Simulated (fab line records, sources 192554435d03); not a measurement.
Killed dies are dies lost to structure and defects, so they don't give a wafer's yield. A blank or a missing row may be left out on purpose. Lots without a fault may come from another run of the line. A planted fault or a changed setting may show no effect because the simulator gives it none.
One fault seen from 2 desks | flow n5_finfet | each desk has only its own numbers; what lay behind them comes last

THE TOOL OWNER'S DESK: cvd_w-01
The tool's own readings at N5_HKMG_FIN_ALD_72 (deposits W, target thk 2 nm, pulse time 1 s, purge time 2 s): means of the sampled wafers that have a number, for each lot that ran on this tool. A lot is out of limits, marked OUT, if its mean lies more than 4 standard deviations from the usual mean; the brackets give that distance.
Columns: A = heater_power_w at N5_HKMG_FIN_ALD_72, usual 486 W; B = precursor_pulse_height_rel at N5_HKMG_FIN_ALD_72, usual 0.997
lot  | first seen here | A   | B
L453 | day 4 10:55     | 482 | 0.993
L455 | day 4 17:59     | 480 | 1.002
L465 | day 7 09:32     | 487 | 1.011
L466 | day 7 16:04     | 488 | 0.977
This desk's finding: nothing out of limits on any of the 4 lots.

THE METROLOGY DESK
What the gauges read, lot by lot, whatever tool the lot ran on: means of the sampled wafers that have a number. A lot is out of limits, marked OUT, if its mean lies more than 4 standard deviations from the usual mean; the brackets give that distance. Of its 10 readings 7 are shown: those that lie furthest out on some lot.
Columns: A = DIBL_N at N5_BEOL_M4_RC_MEAS_101, usual 36.1 mV/V; B = IOFF_N at N5_BEOL_M4_RC_MEAS_101, usual 0.16 nA/um; C = IOFF_P at N5_BEOL_M4_RC_MEAS_101, usual 0.21 nA/um; D = ION_N at N5_BEOL_M4_RC_MEAS_101, usual 673 uA/um; E = ION_P at N5_BEOL_M4_RC_MEAS_101, usual 461 uA/um; F = SS_N at N5_BEOL_M4_RC_MEAS_101, usual 71.4 mV/dec; G = VT_P at N5_BEOL_M4_RC_MEAS_101, usual -250 mV
lot  | first seen here | A    | B    | C    | D   | E   | F    | G
L453 | day 8 07:15     | 36.3 | 0.17 | 0.21 | 678 | 462 | 71.6 | -252
L455 | day 8 18:02     | 35.0 | 0.12 | 0.17 | 662 | 457 | 70.7 | -254
L457 | day 9 09:04     | 36.9 | 0.19 | 0.23 | 682 | 460 | 71.8 | -252
L464 | day 11 06:13    | 35.2 | 0.16 | 0.21 | 680 | 471 | 71.3 | -251
L465 | day 11 10:46    | 35.5 | 0.14 | 0.19 | 663 | 456 | 71.2 | -249
L467 | day 11 13:50    | 36.5 | 0.17 | 0.21 | 680 | 464 | 71.8 | -252
L466 | day 11 15:33    | 36.1 | 0.16 | 0.24 | 676 | 464 | 71.4 | -249
L468 | day 11 19:40    | 34.1 | 0.13 | 0.19 | 658 | 459 | 70.9 | -251
L471 | day 12 17:00    | 36.9 | 0.16 | 0.22 | 673 | 463 | 71.6 | -249
This desk's finding: nothing out of limits on any of the 9 lots.

PUT TOGETHER
The tool owner's desk saw nothing out of limits.
The metrology desk saw nothing out of limits.

WHAT THE SIMULATOR HAD PUT IN
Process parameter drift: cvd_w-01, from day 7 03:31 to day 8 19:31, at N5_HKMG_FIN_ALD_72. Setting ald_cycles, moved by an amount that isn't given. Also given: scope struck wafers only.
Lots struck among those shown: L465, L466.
